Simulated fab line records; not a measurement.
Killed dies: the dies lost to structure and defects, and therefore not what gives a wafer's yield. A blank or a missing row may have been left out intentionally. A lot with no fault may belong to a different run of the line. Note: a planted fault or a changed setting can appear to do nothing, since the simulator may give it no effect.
Matching of chambers ; flow n5Finfet ; 4 sister chambers for N5_BEOL_M14_ETCH_67 on rieDiel-01
The step etches SiARC in CF4, target depth 143 nm, time 238.3 s. 4 wafers are shown with their chamber, then 7 later ones without.

## WAFERS WITH THEIR CHAMBER
wafer;chamber;showerheadPlenumPTorr (Torr)
L083.6;1;2.10
L090.1;3;2.11
L089.2;0;2.07
L089.3;2;2.09

## WAFERS MISSING THEIR CHAMBER
wafer;showerheadPlenumPTorr (Torr)
L089.6;2.09
L095.2;2.08
L095.5;2.07
L095.6;2.11
L097.1;2.10
L097.2;2.08
L097.4;2.07

## EACH ONE'S CHAMBER
wafer;from the rows above;in truth
L089.6;can't be placed: 2 or 1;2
L095.2;can't be placed: 2 or 0 or 1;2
L095.5;0;0
L095.6;can't be placed: 3 or 1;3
L097.1;can't be placed: 1 or 3 or 2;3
L097.2;can't be placed: 2 or 0 or 1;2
L097.4;0;0
2 of 7 placed correctly. Cannot be placed on the basis of these rows: 5; the candidates contain the true chamber in 5. Wrongly placed: 0.
How it was worked out, from the rows above alone: a wafer's distance from a chamber is the root of the sum, over the readings, of the square of ((its reading less the chamber's mean) divided by the reading's scatter). The wafer belongs to the nearest chamber; if the next one is less than 2 further off, it can't be placed. The mean given for a chamber averages the wafers shown for that chamber. The scatter (one wafer shown for each chamber): square how far every hidden wafer sits from the nearest shown wafer, average those squares and take the square root.
